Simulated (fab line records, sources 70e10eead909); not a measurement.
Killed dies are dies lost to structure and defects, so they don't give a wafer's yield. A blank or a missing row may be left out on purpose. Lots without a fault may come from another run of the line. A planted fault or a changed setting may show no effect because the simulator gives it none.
Chamber matching | flow nand_harc | NHARC_A_CONTACT_DESCUM_13 on rie_diel-05: 4 sister chambers
The step chemistry O2, time 3 s. 4 wafers are shown with their chamber, then 11 later ones without.

WAFERS WITH THEIR CHAMBER
wafer  | chamber | showerhead_plenum_p_Torr (Torr)
L083.4 | 2       | 1.76
L087.5 | 0       | 1.90
L087.6 | 3       | 1.80
L091.1 | 1       | 1.97

WAFERS WITHOUT THEIR CHAMBER
wafer  | showerhead_plenum_p_Torr (Torr)
L091.3 | 1.90
L091.5 | 1.90
L090.1 | 2.07
L090.2 | 1.97
L090.6 | 1.97
L092.2 | 2.07
L092.3 | 1.90
L092.4 | 1.80
L096.1 | 1.97
L096.2 | 1.90
L096.3 | 1.79

WHICH CHAMBER EACH WENT THROUGH
wafer  | from the rows above     | in truth
L091.3 | can't be placed: 0 or 1 | 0
L091.5 | can't be placed: 0 or 1 | 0
L090.1 | can't be placed: 1 or 0 | 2
L090.2 | can't be placed: 1 or 0 | 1
L090.6 | can't be placed: 1 or 0 | 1
L092.2 | can't be placed: 1 or 0 | 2
L092.3 | can't be placed: 0 or 1 | 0
L092.4 | can't be placed: 3 or 2 | 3
L096.1 | can't be placed: 1 or 0 | 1
L096.2 | can't be placed: 0 or 1 | 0
L096.3 | can't be placed: 3 or 2 | 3
Placed correctly: 0 of 11. Can't be placed from these rows: 11 (the true chamber is among the candidates in 9). Placed wrongly: 0.
How it was worked out, from the rows above alone: a wafer's distance from a chamber is the root of the sum, over the readings, of the square of ((its reading less the chamber's mean) divided by the reading's scatter). The wafer belongs to the nearest chamber; if the next one is less than 2 further off, it can't be placed. A chamber's mean is the mean of its shown wafers. The scatter: with one shown wafer a chamber, the root of the mean of the squares of how far each hidden wafer lies from its nearest shown one.
